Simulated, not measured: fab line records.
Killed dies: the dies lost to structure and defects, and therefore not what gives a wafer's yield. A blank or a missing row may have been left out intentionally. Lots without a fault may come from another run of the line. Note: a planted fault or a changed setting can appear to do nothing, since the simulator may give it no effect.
Matching of chambers | flow n5-finfet | 4 sister chambers for N5_HKMG_FIN_HK_ALD_01 on ald-hk-02
The step deposits HfO2, target thk 1.6 nm, pulse time 3 s, purge time 3 s. 14 wafers are shown with their chamber, then 7 later ones without.

## EACH WAFER AND ITS CHAMBER
wafer  | chamber | precursor-pulse-height-rel
L079.1 | 3       | 1.000
L079.2 | 1       | 1.005
L079.5 | 2       | 1.003
L082.1 | 0       | 0.980
L082.2 | 1       | 1.003
L082.3 | 3       | 0.998
L082.4 | 2       | 1.020
L082.5 | 0       | 0.999
L082.6 | 3       | 1.017
L083.1 | 3       | 1.016
L083.3 | 2       | 1.031
L083.5 | 3       | 0.995
L085.1 | 0       | 0.997
L085.2 | 3       | 0.999

SIGNATURES (means of the wafers above)
reading                    | chamber 0 | chamber 1 | chamber 2 | chamber 3 | scatter within a chamber
precursor-pulse-height-rel | 0.99200   | 1.00400   | 1.01800   | 1.00417   | 0.0104
Rule: for a wafer and a chamber, the distance is found by dividing, reading by reading, the gap between the wafer's reading and the chamber's mean by the reading's scatter, squaring, summing and taking the root. The wafer belongs to the nearest chamber; if the next one is less than 2 further off, it can't be placed. How the scatter is found: for the shown wafers, subtract from each reading the mean of its chamber, square and add these, divide the total by (wafers less chambers), then take the root.

## WAFERS MISSING THEIR CHAMBER
wafer  | precursor-pulse-height-rel
L085.3 | 1.013
L085.4 | 0.990
L085.5 | 1.020
L085.6 | 1.006
L092.1 | 0.997
L092.2 | 0.981
L092.3 | 1.042

## EACH ONE'S CHAMBER
wafer  | from the rows above               | in truth
L085.3 | can't be placed: 2 or 3 or 1 or 0 | 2
L085.4 | can't be placed: 0 or 1 or 3      | 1
L085.5 | can't be placed: 2 or 3 or 1      | 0
L085.6 | can't be placed: 3 or 1 or 2 or 0 | 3
L092.1 | can't be placed: 0 or 1 or 3 or 2 | 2
L092.2 | can't be placed: 0 or 1 or 3      | 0
L092.3 | can't be placed: 2 or 3 or 1      | 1
0 of 7 placed correctly. Not placeable from these rows: 7 (in 6, the candidates include the true chamber). Number placed wrongly: 0.
